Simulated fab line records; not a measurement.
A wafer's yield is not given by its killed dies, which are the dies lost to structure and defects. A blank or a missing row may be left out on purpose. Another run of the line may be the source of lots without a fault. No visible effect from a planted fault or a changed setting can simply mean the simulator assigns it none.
What tool caused it? -- flow n5-finfet -- Sampling: 11 lots, 33 wafers, 3 of 1938 route steps

== WHAT THE GAUGES SHOWED, per wafer ==
N5_BEOL_M10_INSPECT_58: inspects for defects (darkfield).
lot,measured,on,raw-defect-count
L145,day 10 22:37,defect-inspect-02,36 69 68
L151,day 12 15:10,defect-inspect-02,67 54 49
L152,day 13 10:21,defect-inspect-02,95 83 86
L153,day 13 13:09,defect-inspect-02,68 65 68
L154,day 14 15:12,defect-inspect-02,30 47 65
L156,day 14 23:21,defect-inspect-01,43 51 80
L159,day 15 09:22,defect-inspect-02,59 103 62
L158,day 15 10:12,defect-inspect-02,53 49 51
L161,day 15 16:22,defect-inspect-01,51 64 57
L167,day 17 01:33,defect-inspect-01,65 112 123
L165,day 17 20:14,defect-inspect-02,94 103 58

== WHAT TOOL EACH LOT RAN ON (gives the tool, then ch and the chambers of the sampled wafers, and finally the start) ==
lot,N5_BEOL_M10_ANNEAL_51,N5_BEOL_M10_CMP_52
L145,"rtp-anneal-02 ch 0, day 10 21:55","cmp-04 ch 0,2, day 10 22:10"
L151,"rtp-anneal-01 ch 0, day 12 14:26","cmp-01 ch 0,1,2, day 12 14:42"
L152,"rtp-anneal-01 ch 0, day 13 09:23","cmp-02 ch 1,2, day 13 09:41"
L153,"rtp-anneal-01 ch 0, day 13 12:26","cmp-04 ch 0,2,3, day 13 12:42"
L154,"rtp-anneal-02 ch 0, day 14 14:32","cmp-04 ch 0,2, day 14 14:47"
L156,"rtp-anneal-01 ch 0, day 14 22:36","cmp-02 ch 0,2,3, day 14 22:56"
L159,"rtp-anneal-02 ch 0, day 15 08:37","cmp-02 ch 0,3, day 15 08:55"
L158,"rtp-anneal-01 ch 0, day 15 09:29","cmp-01 ch 1,3, day 15 09:47"
L161,"rtp-anneal-01 ch 0, day 15 15:43","cmp-02 ch 0,1, day 15 15:57"
L167,"rtp-anneal-01 ch 0, day 17 00:53","cmp-04 ch 0,1,2, day 17 01:10"
L165,"rtp-anneal-02 ch 0, day 17 19:30","cmp-04 ch 1,3, day 17 19:45"
- N5_BEOL_M10_ANNEAL_51: time 90 s.
- N5_BEOL_M10_CMP_52: polishes, stops on SiCOH lowk, t overpolish 7 s, target thk 140 nm.

== WHAT THE TOOLS THEMSELVES READ (means of the sampled wafers that have a number; where no wafer has one, the mark that the record gives instead) ==
N5_BEOL_M10_ANNEAL_51.
lot,tool,anneal-temp-c-max,wafer_temp_C_max
L145,rtp-anneal-02,226.14,225.38
L151,rtp-anneal-01,226.10,225.77
L152,rtp-anneal-01,226.36,225.95
L153,rtp-anneal-01,226.02,225.96
L154,rtp-anneal-02,226.14,225.33
L156,rtp-anneal-01,226.36,226.00
L159,rtp-anneal-02,226.27,225.57
L158,rtp-anneal-01,226.28,225.88
L161,rtp-anneal-01,226.26,225.84
L167,rtp-anneal-01,226.36,226.04
L165,rtp-anneal-02,226.61,225.59

N5_BEOL_M10_CMP_52.
lot,tool,barrier-field-endpoint-s (s),clearing-platen-rpm (rpm),motor-current-A (A),overpolish-run-s (s),platen-rpm (rpm),time-to-endpoint-s (s)
L145,cmp-04,29.1,49.985,6.7,6.993,50.03,65.4
L151,cmp-01,28.9,50.002,6.1,7.007,50.00,63.5
L152,cmp-02,29.4,49.997,7.1,7.002,50.03,69.0
L153,cmp-04,28.2,50.029,7.0,7.004,50.02,65.7
L154,cmp-04,29.8,49.991,6.8,7.006,50.00,63.3
L156,cmp-02,27.8,50.006,6.1,7.008,50.03,66.2
L159,cmp-02,29.0,50.004,5.9,7.001,49.35,64.4
L158,cmp-01,28.1,49.992,6.2,7.006,49.99,64.3
L161,cmp-02,29.3,50.022,6.7,7.009,48.67,65.2
L167,cmp-04,29.9,49.991,6.2,7.011,50.03,68.3
L165,cmp-04,29.4,50.017,6.8,6.993,49.95,67.0

== THE ANSWER, worked out from the rows above alone ==
Rule: the usual values come from the lots themselves. Put in order of their means at a reading, lots are off if they are a third of the lots or fewer, leave a main group of 4 or more, and stand apart from it by a gap of 3 or more times the standard deviation of the main group's means; of several such gaps the widest counts. A main group whose means are all the same, to the digits that the tables above print for the reading, isn't used. Also off: a lot with no number at a reading for which 4 or more lots have one. Any other lot the step has rows for is counted as sound. After the gauges, taken in route order, come the tools' own readings; for these a lot's mean is taken, as printed above. At the first step where some lot is off, the reading lying furthest off is the one used; lots without a number count as furthest.
Off: L159, L161, at N5_BEOL_M10_CMP_52 (platen-rpm). Mean 50.01 rpm and standard deviation 0.026 in the main group.
If a tool, at that step or one of the process steps before it, ran each lot that is off and ran no sound lot following the first of them, it fits. One fits: N5_BEOL_M10_CMP_52 on cmp-02. Its last sound lot is L156 (day 14 22:56), its first lot that is off L159 (day 15 08:55): a fault that began between those two fits.
On the lots that are off, the tool's own readings at N5_BEOL_M10_CMP_52 differ by more than 5 times the standard deviation of the sound lots' means, which bears it out; platen-rpm reads 49.01 rpm there versus 50.01 rpm on the sound lots.

== WHAT HAD BEEN PUT IN BY THE SIMULATOR ==
cmp-02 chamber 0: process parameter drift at N5_BEOL_M10_CMP_52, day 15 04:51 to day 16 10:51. A move of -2 in setting platen-rpm, from 50. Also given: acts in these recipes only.
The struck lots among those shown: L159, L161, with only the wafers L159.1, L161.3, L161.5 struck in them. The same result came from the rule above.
